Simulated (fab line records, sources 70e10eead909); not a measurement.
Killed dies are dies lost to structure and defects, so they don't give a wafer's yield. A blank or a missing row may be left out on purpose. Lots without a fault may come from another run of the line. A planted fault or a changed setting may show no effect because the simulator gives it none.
A struck lot beside a sound one | flow nand_harc | 15 steps out of a route of 1159
Sound: wafers L695.3, L695.4, L695.5. Struck: wafers L706.2, L706.3, L706.6. The cause comes at the end.
At each step with rows: each side's tool, then ch and its chambers, then its first start. Under that, the readings that differ: sound wafers | struck wafers | difference of the means | sigmas: that difference in standard deviations of wafers without a fault.
alike: readings whose means differ by less than 2 such deviations, and words and numbers that are the same on both sides. not compared: withheld readings, readings that some wafer has no value for, bounds like >300 that may hide the same value, and numbers for which the record gives no deviation and whose values overlap.
The two part at a step that has a row with sigmas, a row that says differs or no value, or rows on one side only. Numbers that don't overlap but have no deviation are shown without sigmas and don't part them. A reading that every wafer of one side lacks parts them only if that side has two wafers or more.

NHARC_P_GATE_DESCUM_13: chemistry O2, time 3 s.
  sound on rie_diel-07 ch 1,2,3, day 5 08:10; struck on rie_diel-07 ch 0,2,3, day 7 21:32
  alike: drypump_motor_current_A, oes_product_au, rf_vpp_V, showerhead_plenum_p_Torr, throttle_valve_pct
  not compared: rf_hours_counter_h
then, 6 steps without rows for these wafers: NHARC_P_GATE_ETCH_14 (etches SiO2 in dHF, target depth 48.8 nm); NHARC_P_GATE_STRIP_15 (strips in SPM, time 780 s); NHARC_P_GATE_PRECLEAN_71 (cleans in SC1); NHARC_P_GATE_SRD_72; NHARC_P_GATE_OXIDE_16 (material SiO2, target thk 3 nm, ox time 392 s); NHARC_P_GATE_CVD_17 (deposits poly-Si, target thk 150 nm, time 900 s).
NHARC_P_GATE_HM_DEP_102: deposits aC, target thk 120 nm.
  sound on acl_dep-02 ch 0, day 6 01:26; struck on acl_dep-01 ch 0, day 8 11:50
  alike: throttle_valve_pct
NHARC_P_GATE_DEP_103: deposits SiON, target thk 30 nm.
  sound on pecvd-02 ch 0,1,2, day 6 01:55; struck on pecvd-02 ch 0,2, day 8 12:23
  alike: heater_power_w
  not compared: since_wet_clean_h
then, 3 steps without rows for these wafers: NHARC_P_GATE_DEHYDRATE_18 (time 120 s); NHARC_P_GATE_HMDS_19 (time 30 s); NHARC_P_GATE_COAT_20 (resist thk 90 nm).
NHARC_P_GATE_SOFTBAKE_21: time 55 s.
  sound on litho_track-04 ch 0, day 6 02:00; struck on litho_track-04 ch 0, day 8 12:00
  reading                  | sound                | struck               | difference | sigmas
  heater_power_total_W (W) | 188.52 188.39 188.62 | 323.11 322.98 323.08 | +134.55    | +99 or more
then, 1 step without rows for these wafers: NHARC_P_GATE_EBR_22.
-- the record jumps here: 15 days lie between the struck wafers' starts before and after (it left off in module P_GATE and takes up again in module END, whose first step shown is number 1159 of the route) --
NHARC_END_SORT_01:
  sound on prober-01 ch 0, day 21 02:06; struck on prober-02 ch 0, day 23 12:23
  alike: killed_at_array, killed_at_other, killed_at_periphery, killed_dies, killed_open, killed_short

WHERE THEY PART
Only at NHARC_P_GATE_SOFTBAKE_21, within this record. Later steps at which nothing parts them and some readings are alike: NHARC_END_SORT_01.

WHY: what the simulator had put in
Process parameter drift: litho_track-04, from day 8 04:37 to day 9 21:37, at NHARC_P_GATE_SOFTBAKE_21. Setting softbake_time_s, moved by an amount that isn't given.
